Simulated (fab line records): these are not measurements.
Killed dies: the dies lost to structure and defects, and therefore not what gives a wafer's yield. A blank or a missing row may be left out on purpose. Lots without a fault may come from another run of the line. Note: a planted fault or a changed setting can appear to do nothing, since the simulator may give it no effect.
fab line records	flow n5-finfet
record: lots: 6	wafers: 17	last-day: 19
route steps=1938 shown BEOL_M4@1028 PASSIVATION@1936
lots untouched by any fault: they come from a run of this same line in which no faults occurred
start-h: start of the lot's first displayed wafer, in hours after the record's first day	wait-h: hours from the lot's prior step to this one	" identical to the entry in the row above	L1.1+2: several wafers, shown together as one row	- either no value or no given start	* or withheld: withheld	< > ~ a bound
route shown NAME@n: NAME is a module with steps in the file, n the number in the route of the first one	usual: mean/standard deviation taken from wafers without a fault	same: alike in all rows	chamber/n: place in a boat	sites: each site's reading	_std_site: the standard deviation of these	_edge_site: mean of outer sites minus mean of inner sites	radius-mm: how far each site lies from the wafer's centre	mask NAME#n: copy n	behind: the tool/chamber that last shaped the wafer	hold: why the lot was held/for how many hours/how that ended	device: which transistor (n, p or np) failed to switch	end of line: at the end of the route, the tests of the same wafers	a step with no rows: only its recipe	killed: not the wafer's yield, but the dies lost to structure and defects at the first sort	map: a wafer's dies, marking killed ones x, the rest . and places with no die _
set.NAME: the setting as run; set.NAME@STEP: as run at that earlier step	model.NAME: the simulator's own value behind a step, which no gauge read
certain route steps with their lots: each step a table, each wafer a row
services: when a tool's chamber went out of use (start-h, in hours from the record's first day, below 0 if earlier), for how many hours, and the reason
== steps ==
step: N5_BEOL_M4_COAT_05
recipe: resist: CAR-EUV	spin-rpm: 1500	resist-thk-nm: 30
step: N5_BEOL_M4_EBR_07
recipe: solvent: PGMEA	ebr-width-mm: 1.5
step: N5_BEOL_M4_SOFTBAKE_06
recipe: temp-c: 110	time-s: 60	resist: CAR-EUV
step: N5_BEOL_M4_EXPOSE_08
recipe: mask-id: M4	na: 0.33	source-shape: dipole	sigma-inner: 0.369	sigma-outer: 0.767	polarization: unpolarized	dose-mj: 41.25
step: N5_BEOL_M4_PEB_09
recipe: peb-temp-c: 100	peb-time-s: 60	resist: CAR-EUV
step: N5_BEOL_M4_DEVELOP_10
recipe: develop-time-s: 30	developer: TMAH	resist: CAR-EUV	rinse-liquid: surfactant-rinse	dry: air-spin	dev-temp-c: 23
step: N5_BEOL_M4_CD_MEAS_11
recipe: target-cd-nm: 16.79	landing-energy-ev: 500	detector: se-inlens	polarity: opening
usual: cd-nm: 16.83/0.24
lot.wafer	tool	chamber	start-h	wait-h	cd-nm
L586.1	cd-sem-03	0	189.21	-	17.03
L586.3	"	0	"	"	17.07
L586.6	"	0	"	"	16.98
L587.1	cd-sem-01	0	193.89	-	16.66
L587.3	"	0	"	"	16.62
L587.5	"	0	"	"	16.60
L599.1	cd-sem-01	0	257.72	-	17.19
L599.6	"	0	"	"	16.76
L600.2	cd-sem-03	0	260.78	-	17.28
L600.3	"	0	"	"	16.65
L600.4	"	0	"	"	16.62
L606.2	cd-sem-02	0	314.58	-	16.91
L606.3	"	0	"	"	16.69
L606.6	"	0	"	"	17.12
L608.1	cd-sem-01	0	318.64	-	17.17
L608.2	"	0	"	"	16.96
L608.6	"	0	"	"	16.54
step: N5_BEOL_M4_OVL_MEAS_12
recipe: points-per-wafer: 522
usual: M4_OVL: 0.0/0.65
lot.wafer	tool	chamber	start-h	wait-h	M4_OVL[nm]
L586.1	overlay-01	0	189.24	0.0	0.8
L586.3	"	0	"	"	0.5
L586.6	"	0	"	"	-0.1
L587.1	overlay-02	0	193.92	0.0	0.2
L587.3	"	0	"	"	-1.0
L587.5	"	0	"	"	0.7
L599.1	overlay-02	0	257.75	0.0	0.1
L599.6	"	0	"	"	1.0
L600.2	overlay-01	0	260.82	0.0	0.5
L600.3	"	0	"	"	0.6
L600.4	"	0	"	"	-0.3
L606.2	overlay-02	0	314.62	0.0	-0.8
L606.3	"	0	"	"	-1.3
L606.6	"	0	"	"	-0.3
L608.1	overlay-02	0	318.67	0.0	-0.2
L608.2	"	0	"	"	0.5
L608.6	"	0	"	"	0.8
step: N5_BEOL_M4_INSPECT_13
recipe: mode: adi	inspect-instrument: brightfield
usual: raw-defect-count: 421/85
lot.wafer	tool	chamber	start-h	wait-h	raw-defect-count
L586.1	defect-inspect-02	-	189.30	0.1	331
L586.3	"	-	"	"	492
L586.6	"	-	"	"	464
L587.1	defect-inspect-02	-	193.98	0.1	524
L587.3	"	-	"	"	438
L587.5	"	-	"	"	614
L599.1	defect-inspect-02	-	257.81	0.1	461
L599.6	"	-	"	"	344
L600.2	defect-inspect-01	-	260.87	0.0	393
L600.3	"	-	"	"	376
L600.4	"	-	"	"	332
L606.2	defect-inspect-02	-	314.67	0.0	382
L606.3	"	-	"	"	311
L606.6	"	-	"	"	403
L608.1	defect-inspect-01	-	318.73	0.1	460
L608.2	"	-	"	"	561
L608.6	"	-	"	"	407
step: N5_BEOL_M4_DESCUM_16
recipe: chemistry: O2	time-s: 7	source-power-w: 50	bias-power-w: 20	pressure-mtorr: 20	rf-frequency-hz: 2.712e+07	temp-c: 40	resist: CAR-EUV	o2-flow-sccm: 225
usual: drypump-motor-current-A: 5.8/0.37	oes-product-au: 0.74/0.072	rf-vpp-V: 243.1/1.5	showerhead-plenum-p-Torr: 2.10/0.086	throttle-valve-pct: 20.5/0.3
lot.wafer	tool	chamber	start-h	wait-h	drypump-motor-current-A	oes-product-au	rf-hours-counter-h	rf-vpp-V	showerhead-plenum-p-Torr	throttle-valve-pct
L586.1	rie-diel-05	1	189.38	0.1	6.5	0.66	236	241.3	1.96	20.6
L586.3	"	3	"	"	6.1	0.75	167	241.7	2.07	20.5
L586.6	"	3	"	"	6.1	0.74	-	242.7	2.07	20.5
L587.1	rie-diel-04	1	194.08	0.1	5.3	0.71	216	244.0	2.18	20.9
L587.3	"	0	"	"	5.6	0.79	88	243.1	2.03	20.1
L587.5	"	0	"	"	5.6	0.79	-	243.3	2.03	20.1
L599.1	rie-diel-04	3	257.84	0.0	5.7	0.67	240	244.4	2.16	20.9
L599.6	"	3	"	"	5.7	0.67	-	243.3	2.16	20.9
L600.2	rie-diel-04	1	260.90	0.0	5.3	0.69	238	242.4	2.17	21.0
L600.3	"	0	"	"	5.6	0.77	112	240.7	2.02	20.1
L600.4	"	3	"	"	5.7	0.67	240	245.3	2.15	20.8
L606.2	rie-diel-02	3	314.71	0.0	4.9	0.99	4	242.3	2.04	19.9
L606.3	"	1	"	"	5.8	0.67	251	245.2	2.15	20.7
L606.6	"	1	"	"	5.8	0.68	-	244.0	2.15	20.7
L608.1	rie-diel-05	2	318.76	0.0	5.5	0.70	247	243.9	2.17	20.5
L608.2	"	3	"	"	6.1	0.70	215	241.1	2.06	20.5
L608.6	"	2	"	"	5.5	0.70	-	243.1	2.17	20.5
step: N5_BEOL_M4_ETCH_74
recipe: chemistry: N2/H2	target: underlayer	target-depth-a: 65	mask-material: CAR-EUV	time-s: 5.2	ion-energy-ev: 200	pressure-mtorr: 30	source-w: 840	bias-w: 150	n2-flow-sccm: 200	h2-flow-sccm: 200	ends: cleared
usual: drypump-motor-current-A: 5.8/0.37	etch-rf-on-time-s: 5.32/0.15	h2-flow-sccm: 200.0/0.68	oes-product-au: 0.62/0.061	rf-vpp-V: 524/3	showerhead-plenum-p-Torr: 2.55/0.098	throttle-valve-pct: 17.9/0.32
lot.wafer	tool	chamber	start-h	wait-h	drypump-motor-current-A	etch-rf-on-time-s	h2-flow-sccm	oes-product-au	rf-hours-counter-h	rf-vpp-V	showerhead-plenum-p-Torr	throttle-valve-pct
L586.1	rie-diel-05	1	189.42	0.0	6.5	5.44	198.8	0.57	236	519	2.39	18.1
L586.3	"	3	"	"	6.1	5.18	199.6	0.63	167	525	2.53	17.9
L586.6	"	3	"	"	6.1	5.12	200.4	0.64	-	523	2.53	17.9
L587.1	rie-diel-04	1	194.12	0.0	5.3	5.48	200.2	0.60	216	526	2.63	18.2
L587.3	"	0	"	"	5.6	5.25	199.3	0.68	88	519	2.44	17.4
L587.5	"	0	"	"	5.6	5.29	200.1	0.66	-	520	2.44	17.4
L599.1	rie-diel-04	3	257.88	0.0	5.7	5.34	200.3	0.57	240	523	2.63	18.4
L599.6	"	3	"	"	5.7	5.30	200.4	0.59	-	526	2.63	18.4
L600.2	rie-diel-04	1	260.94	0.0	5.3	5.47	200.3	0.58	238	525	2.62	18.2
L600.3	"	0	"	"	5.6	5.27	201.3	0.64	112	520	2.43	17.4
L600.4	"	3	"	"	5.7	5.32	200.4	0.57	240	527	2.63	18.3
L606.2	rie-diel-02	3	314.74	0.0	4.9	5.06	200.6	0.83	4	524	2.51	17.6
L606.3	"	1	"	"	5.8	5.51	199.5	0.57	251	527	2.62	18.2
L606.6	"	1	"	"	5.8	5.53	199.5	0.58	-	525	2.62	18.2
L608.1	rie-diel-05	2	318.80	0.0	5.6	5.21	200.8	0.59	247	525	2.62	17.9
L608.2	"	3	"	"	6.1	5.19	200.0	0.61	215	523	2.51	17.9
L608.6	"	2	"	"	5.5	5.24	200.5	0.59	-	526	2.62	17.9
step: N5_BEOL_M4_ETCH_63
recipe: chemistry: CF4	target: SiARC	target-depth-a: 156	mask-material: CAR-EUV	time-s: 26	ion-energy-ev: 80	pressure-mtorr: 40	source-w: 545	bias-w: 36	Ar_flow_sccm: 100	cf4-flow-sccm: 100	ends: cleared
usual: drypump-motor-current-A: 5.8/0.37	etch-rf-on-time-s: 26.6/0.75	oes-product-au: 0.63/0.062	rf-vpp-V: 184.1/1.3	showerhead-plenum-p-Torr: 2.15/0.076	throttle-valve-pct: 15.72/0.29
lot.wafer	tool	chamber	start-h	wait-h	drypump-motor-current-A	etch-rf-on-time-s	oes-product-au	rf-hours-counter-h	rf-vpp-V	showerhead-plenum-p-Torr	throttle-valve-pct
L586.1	rie-diel-05	1	189.44	0.0	6.5	27.5	0.57	236	182.5	2.03	15.87
L586.3	"	3	"	"	6.1	25.8	0.64	167	184.0	2.14	15.75
L586.6	"	3	"	"	6.1	25.9	0.64	-	183.9	2.14	15.74
L587.1	rie-diel-04	1	194.13	0.0	5.3	27.4	0.60	216	185.8	2.22	16.07
L587.3	"	0	"	"	5.6	26.5	0.67	88	182.0	2.08	15.34
L587.5	"	0	"	"	5.6	26.2	0.67	-	183.7	2.09	15.33
L599.1	rie-diel-04	3	257.90	0.0	5.7	26.8	0.57	240	185.3	2.19	16.09
L599.6	"	3	"	"	5.7	26.9	0.57	-	184.2	2.19	16.08
L600.2	rie-diel-04	1	260.95	0.0	5.3	27.3	0.58	238	184.0	2.21	16.12
L600.3	"	0	"	"	5.6	26.7	0.65	112	182.9	2.08	15.38
L600.4	"	3	"	"	5.7	26.7	0.57	240	185.2	2.19	16.07
L606.2	rie-diel-02	3	314.76	0.0	4.9	25.0	0.84	4	183.8	2.10	15.27
L606.3	"	1	"	"	5.8	27.2	0.57	251	185.6	2.18	15.90
L606.6	"	1	"	"	5.8	27.3	0.58	-	185.4	2.18	15.90
L608.1	rie-diel-05	2	318.81	0.0	5.5	26.2	0.59	247	186.3	2.19	15.59
L608.2	"	3	"	"	6.1	26.7	0.60	215	182.4	2.12	15.84
L608.6	"	2	"	"	5.5	26.3	0.60	-	185.7	2.19	15.59
step: N5_BEOL_M4_ETCH_64
recipe: chemistry: N2/H2	target: SOC	target-depth-a: 750	overetch-a: 225	mask-material: SiARC	temp-c: 40	time-s: 121.9	ion-energy-ev: 200	pressure-mtorr: 30	source-w: 840	bias-w: 150	n2-flow-sccm: 200	h2-flow-sccm: 200
usual: drypump-motor-current-A: 5.8/0.38	h2-flow-sccm: 200.1/0.64	oes-product-au: 0.56/0.049	rf-vpp-V: 524.0/2.7	showerhead-plenum-p-Torr: 2.55/0.098	throttle-valve-pct: 17.9/0.32
lot.wafer	tool	chamber	start-h	wait-h	drypump-motor-current-A	h2-flow-sccm	oes-product-au	rf-hours-counter-h	rf-vpp-V	showerhead-plenum-p-Torr	throttle-valve-pct	model.SiARC_of_BEOL_M4_COAT_62.thk-nm	model.BEOL_M4.cd-offset-nm
L586.1	rie-diel-05	1	189.46	0.0	6.5	200.1	0.52	236	519.5	2.39	18.0	6.6	0.2
L586.3	"	3	"	"	6.1	200.0	0.57	167	522.5	2.53	17.8	6.4	0.2
L586.6	"	3	"	"	6.1	200.2	0.57	-	522.2	2.53	17.8	6.2	0.2
L587.1	rie-diel-04	1	194.16	0.0	5.3	200.5	0.54	216	524.2	2.63	18.2	6.6	-0.2
L587.3	"	0	"	"	5.6	199.5	0.60	88	520.5	2.44	17.3	6.4	0
L587.5	"	0	"	"	5.6	200.3	0.59	-	520.6	2.44	17.3	6.6	0.2
L599.1	rie-diel-04	3	257.92	0.0	5.7	200.3	0.53	240	526.0	2.63	18.3	6.6	0.2
L599.6	"	3	"	"	5.7	200.8	0.52	-	525.7	2.63	18.3	4.8	0.6
L600.2	rie-diel-04	1	260.98	0.0	5.3	199.9	0.53	238	525.8	2.62	18.2	6.6	0
L600.3	"	0	"	"	5.6	199.3	0.58	112	521.4	2.43	17.3	6.6	0.2
L600.4	"	3	"	"	5.7	201.1	0.52	240	527.7	2.63	18.3	4.8	0.4
L606.2	rie-diel-02	3	314.78	0.0	4.9	199.7	0.73	4	523.1	2.51	17.5	5.8	0.2
L606.3	"	1	"	"	5.8	200.8	0.52	251	524.6	2.62	18.2	6.8	0.2
L606.6	"	1	"	"	5.8	200.4	0.52	-	524.8	2.62	18.1	6.6	0.2
L608.1	rie-diel-05	2	318.84	0.0	5.5	200.1	0.53	247	524.0	2.62	17.9	6.4	0.2
L608.2	"	3	"	"	6.1	198.3	0.54	215	523.0	2.51	17.9	6.4	0.2
L608.6	"	2	"	"	5.5	199.8	0.53	-	525.2	2.62	17.9	6.4	0.4
step: N5_BEOL_M4_STRIP_65
recipe: chemistry: N2/H2	temp-c: 40	n2-flow-sccm: 200	h2-flow-sccm: 200	rf-frequency-hz: 6e+07
step: N5_BEOL_M4_STRIP_75
recipe: chemistry: N2/H2	temp-c: 40	n2-flow-sccm: 200	h2-flow-sccm: 200	rf-frequency-hz: 6e+07
step: N5_BEOL_M4_STRIP_66
recipe: chemistry: CF4	resist: SiARC	power-w: 300	bias-power-w: 75	pressure-mtorr: 50	cf4-flow-sccm: 150	rf-frequency-hz: 6e+07
usual: drypump-motor-current-A: 5.8/0.37	oes-product-au: 0.73/0.063	rf-vpp-V: 271.3/1.7	showerhead-plenum-p-Torr: 1.80/0.064	throttle-valve-pct: 13.71/0.29
lot.wafer	tool	chamber	start-h	wait-h	drypump-motor-current-A	oes-product-au	rf-hours-counter-h	rf-vpp-V	showerhead-plenum-p-Torr	throttle-valve-pct
L586.1	rie-diel-05	1	189.60	0.0	6.5	0.67	236	267.4	1.69	13.83
L586.3	"	3	"	"	6.1	0.74	167	272.2	1.79	13.73
L586.6	"	3	"	"	6.1	0.74	-	271.8	1.79	13.74
L587.1	rie-diel-04	1	194.29	0.0	5.3	0.71	216	272.1	1.86	14.05
L587.3	"	0	"	"	5.6	0.78	88	270.3	1.76	13.34
L587.5	"	0	"	"	5.6	0.79	-	269.6	1.76	13.33
L599.1	rie-diel-04	3	258.06	0.0	5.7	0.67	240	271.8	1.84	14.08
L599.6	"	3	"	"	5.7	0.68	-	271.0	1.84	14.07
L600.2	rie-diel-04	1	261.12	0.0	5.3	0.69	238	272.5	1.85	14.09
L600.3	"	0	"	"	5.6	0.76	112	270.4	1.75	13.40
L600.4	"	3	"	"	5.7	0.67	241	273.6	1.84	14.08
L606.2	rie-diel-02	3	314.92	0.0	4.9	0.95	4	269.9	1.77	13.29
L606.3	"	1	"	"	5.8	0.68	251	272.4	1.83	13.93
L606.6	"	1	"	"	5.8	0.68	-	272.0	1.83	13.90
L608.1	rie-diel-05	2	318.97	0.0	5.5	0.69	247	272.1	1.84	13.66
L608.2	"	3	"	"	6.1	0.71	215	269.8	1.78	13.85
L608.6	"	2	"	"	5.5	0.69	-	274.5	1.84	13.63
step: N5_BEOL_M4_HM_OPEN_17
recipe: chemistry: Cl2/BCl3	target-depth-a: 200	overetch-a: 60	target: TiN	mask-material: SOC	ion-energy-ev: 150	pressure-mtorr: 10	icp-w: 1000	bias-w: 126	Cl2_flow_sccm: 53.25	bcl3-flow-sccm: 21.75	Ar_flow_sccm: 25
usual: drypump-motor-current-A: 5.6/0.44	oes-product-au: 0.63/0.069	throttle-valve-pct: 22.27/0.22
lot.wafer	tool	chamber	start-h	wait-h	drypump-motor-current-A	oes-product-au	rf-hours-counter-h	throttle-valve-pct	model.BEOL_M4.cd-offset-nm
L586.1	rie-metal-02	0	189.64	0.0	5.2	0.56	103	22.52	0.4
L586.3	"	0	"	"	5.1	0.56	-	22.54	0.2
L586.6	"	1	"	"	6.1	0.71	-	22.25	0.4
L587.1	rie-metal-01	1	194.34	0.0	5.4	0.69	39	22.37	-0.2
L587.3	"	0	"	"	6.1	0.57	-	21.94	0
L587.5	"	0	"	"	6.1	0.58	-	21.93	0.4
L599.1	rie-metal-01	1	258.10	0.0	5.4	0.67	46	22.42	0.2
L599.6	"	1	"	"	5.4	0.66	-	22.39	0.6
L600.2	rie-metal-02	0	261.16	0.0	5.2	0.54	111	22.54	0
L600.3	"	1	"	"	6.1	0.70	-	22.25	0.4
L600.4	"	0	"	"	5.2	0.55	-	22.53	0.6
L606.2	rie-metal-03	0	314.96	0.0	5.2	0.56	96	22.57	0
L606.3	"	0	"	"	5.2	0.57	-	22.57	0
L606.6	"	1	"	"	5.1	0.57	-	22.05	0.2
L608.1	rie-metal-03	0	319.01	0.0	5.2	0.57	96	22.59	0
L608.2	"	1	"	"	5.1	0.57	100	22.07	0.2
L608.6	"	0	"	"	5.2	0.57	-	22.58	0.4
step: N5_BEOL_M4_STRIP_19
recipe: chemistry: O2	power-w: 400	temp-c: 40	pressure-mtorr: 30	rf-frequency-hz: 6e+07	bias-power-w: 0	overash-fraction: 0.2	o2-flow-sccm: 225
usual: drypump-motor-current-A: 5.8/0.43	oes-product-au: 0.74/0.084	rf-vpp-V: 3.7/0.49	showerhead-plenum-p-Torr: 2.11/0.084	throttle-valve-pct: 16.79/0.26
lot.wafer	tool	chamber	start-h	wait-h	drypump-motor-current-A	oes-product-au	rf-hours-counter-h	rf-vpp-V	showerhead-plenum-p-Torr	throttle-valve-pct
L586.1	rie-diel-05	1	189.75	0.1	6.5	0.67	236	3.7	1.97	16.85
L586.3	"	0	"	"	5.6	0.70	211	3.4	2.09	17.14
L586.6	"	0	"	"	5.6	0.69	-	3.5	2.08	17.12
L587.1	rie-diel-02	0	194.45	0.1	5.8	0.69	247	3.6	1.98	16.72
L587.3	"	3	"	"	4.9	0.71	220	3.5	2.05	16.66
L587.5	"	2	"	"	6.4	0.82	-	3.8	2.23	16.65
L599.1	rie-diel-04	3	258.30	0.2	5.7	0.67	240	3.6	2.16	17.14
L599.6	"	1	"	"	5.3	0.69	-	4.1	2.18	17.20
L600.2	rie-diel-02	3	261.27	0.1	4.9	0.70	244	4.4	2.05	16.70
L600.3	"	1	"	"	5.8	0.69	230	4.0	2.16	16.95
L600.4	"	2	"	"	6.4	0.80	97	3.4	2.22	16.72
L606.2	rie-diel-02	3	315.07	0.1	4.9	0.99	5	3.8	2.04	16.23
L606.3	"	2	"	"	6.4	0.78	118	3.7	2.21	16.74
L606.6	"	3	"	"	4.9	0.99	-	4.1	2.04	16.22
L608.1	rie-diel-05	1	319.12	0.1	6.5	0.92	22	4.1	2.22	16.49
L608.2	"	2	"	"	5.5	0.70	247	4.2	2.17	16.78
L608.6	"	3	"	"	6.1	0.70	-	3.4	2.06	16.80
step: N5_BEOL_M4_RC_MEAS_101
usual: DIBL_N: 36.6/1.9	DIBL_P: 36.7/2.2	IOFF_N: 0.16/0.035	IOFF_P: 0.22/0.038	ION_N: 672/14	ION_P: 462/8.3	SS_N: 71.6/0.65	SS_P: 73.5/0.72	VT_N: 250/3.5	VT_P: -250/3.1
lot.wafer	tool	chamber	start-h	wait-h	DIBL_N[mV/V]	DIBL_P[mV/V]	IOFF_N[nA/um]	IOFF_P[nA/um]	ION_N[uA/um]	ION_P[uA/um]	SS_N[mV/dec]	SS_P[mV/dec]	VT_N[mV]	VT_P[mV]
L586.1	prober-02	0	202.49	0.0	36.8	35.4	0.15	0.20	691	476	71.5	72.8	247	-249
L586.3	"	0	"	"	38.0	38.1	0.18	0.23	691	477	71.9	72.8	248	-249
L586.6	"	0	"	"	37.3	35.9	0.16	0.21	689	472	71.9	72.7	248	-254
L587.1	prober-02	0	218.22	0.0	32.9	32.0	0.11	0.17	673	468	70.0	72.3	252	-248
L587.3	"	0	"	"	35.2	35.0	0.13	0.21	657	465	70.7	72.8	253	-245
L587.5	"	0	"	"	35.5	35.4	0.14	0.22	659	463	70.8	73.1	251	-247
L599.1	prober-02	0	279.58	0.0	35.7	36.3	0.14	0.20	675	469	72.0	73.0	254	-251
L599.6	"	0	"	"	37.5	39.4	0.17	0.24	663	452	71.9	74.2	250	-249
L600.2	prober-01	0	283.63	0.2	39.5	37.0	0.21	0.27	703	478	72.1	74.5	241	-246
L600.3	"	0	"	"	41.1	38.8	0.24	0.30	701	479	72.7	74.0	241	-246
L600.4	"	0	"	"	37.6	34.9	0.17	0.22	666	459	71.6	74.1	249	-250
L606.2	prober-02	0	326.46	0.2	37.6	36.4	0.17	0.23	691	474	71.6	72.2	250	-249
L606.3	"	0	"	"	36.2	34.1	0.14	0.19	658	453	71.8	72.1	253	-253
L606.6	"	0	"	"	39.4	38.0	0.21	0.27	677	462	72.8	73.4	247	-249
L608.1	prober-01	0	327.85	0.0	39.5	41.3	0.23	0.30	693	471	72.2	74.0	245	-245
L608.2	"	0	"	"	34.9	35.8	0.13	0.19	670	464	71.5	73.0	251	-253
L608.6	"	0	"	"	38.2	40.7	0.21	0.30	698	471	71.8	73.9	246	-245
step: N5_PASSIVATION_PROBE_49
usual: defect-limited-yield: 91.6/1.4	killed_at_M0_to_M3: 35/10	killed_at_M4_up: 13/4.8	killed-at-contacts: 12/7.2	killed-at-front-end: 36/12	killed-at-other: 4/3.1	killed-dies: 100/17	killed-open: 66/13	killed-short: 32/7.3	sort_bin_5_function: 5.0/0.94	sort_bin_6_memory: 3.1/0.67	sort-n-pass: 1080/17	sort-yield-pct: 91.6/1.4
same: gross-dies: 1180	killed-at-back-side: 0	sort_bin_4_leakage[%]: 0	sort_bin_8_speed[%]: 0
lot.wafer	tool	chamber	start-h	wait-h	defect-limited-yield[%]	killed_at_M0_to_M3	killed_at_M4_up	killed-at-contacts	killed-at-front-end	killed-at-other	killed-dies	killed-open	killed-short	sort_bin_5_function[%]	sort_bin_6_memory[%]	sort-n-pass	sort-yield-pct[%]
L608.1	prober-02	-	448.75	0.0	91.2	26	6	17	52	3	104	75	29	4.6	4.1	1076	91.2
L608.2	prober-02	-	448.80	0.1	89.7	31	21	18	46	5	121	86	35	6.2	3.8	1059	89.7
L608.6	prober-02	-	449.00	0.3	91.3	43	6	22	29	3	103	67	36	4.6	4.0	1077	91.3
killed by level:class
L608.1 MOL_CONTACT_COAG:geometric-particle:open=17 STI_FIN_REVEAL:geometric-particle:open=9 FIN_SAQP:geometric-particle:open=8 ILD0:geometric-particle:short=6 BEOL_M1:geometric-particle:open=6 FIN_SAQP:geometric-particle:short=5 DUMMY_GATE:geometric-particle:open=5 BEOL_M2:geometric-particle:open=5
L608.2 MOL_CONTACT_COAG:geometric-particle:open=14 FIN_SAQP:geometric-particle:open=10 STI_FIN_REVEAL:geometric-particle:open=8 BEOL_M1:geometric-particle:open=7 GATE_CUT:geometric-particle:short=7 BEOL_M3:geometric-particle:open=7 BEOL_M4:geometric-particle:open=6 GATE_CUT:geometric-particle:open=4
L608.6 MOL_CONTACT_COAG:geometric-particle:open=15 BEOL_M0:geometric-particle:open=11 BEOL_M0_SAQP:geometric-particle:open=8 MOL_CONTACT_COAG:geometric-particle:short=7 BEOL_M0_SAQP:geometric-particle:short=7 BEOL_M3:geometric-particle:open=6 FIN_SAQP:geometric-particle:short=5 DUMMY_GATE:geometric-particle:open=5
== services ==
tool	chamber	start-h	hours	kind
rie-metal-02	-	175.96	1.2	repair
rie-metal-01	-	188.71	2.8	pm
rie-metal-02	-	206.38	0.5	repair
rie-metal-02	1	218.44	21.5	repair
rie-diel-05	1	232.24	-	clean
rie-diel-05	1	232.24	-	consumable-replace:focus-ring
rie-diel-05	1	232.24	-	consumable-replace:showerhead
rie-diel-05	1	232.24	23.2	scheduled-down
rie-diel-02	1	236.01	1.8	repair
rie-diel-04	-	241.54	0.5	repair
rie-metal-01	0	246.35	12.9	repair
rie-metal-03	-	255.91	1.1	repair
rie-diel-02	-	268.92	2.8	pm
rie-diel-04	3	284.47	-	clean
rie-diel-04	3	284.47	-	consumable-replace:focus-ring
rie-diel-04	3	284.47	19.3	scheduled-down
rie-diel-04	3	284.47	19.3	vent-cycle
rie-diel-05	2	293.30	10.5	repair
rie-diel-05	-	300.33	0.8	repair
rie-diel-04	1	303.82	-	clean
rie-diel-04	1	303.82	-	consumable-replace:focus-ring
rie-diel-04	1	303.82	10.0	scheduled-down
rie-diel-04	1	303.82	10.0	vent-cycle
rie-diel-02	0	304.01	13.7	repair
== key ==
first-sign none at tools or gauges
model-effect: step: N5_BEOL_M4_ETCH_64	value: SiARC_of_BEOL_M4_COAT_62.thk-nm	without: 6.6	struck: 4.8
model-effect: step: N5_BEOL_M4_HM_OPEN_17	value: BEOL_M4.cd-offset-nm	without: -0.2	struck: 0.6
met-at N5_BEOL_M4_ETCH_64
struck-wafers L599.6,L600.4
onset-between 194.16 257.92
fault: kind: process-parameter-drift	tool: rie-diel-04	chamber: -	onset-h: 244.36	steps: N5_BEOL_M4_ETCH_64	channel: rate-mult	offset: 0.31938	shape: step	end-h: 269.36	scope: struck-wafers-only
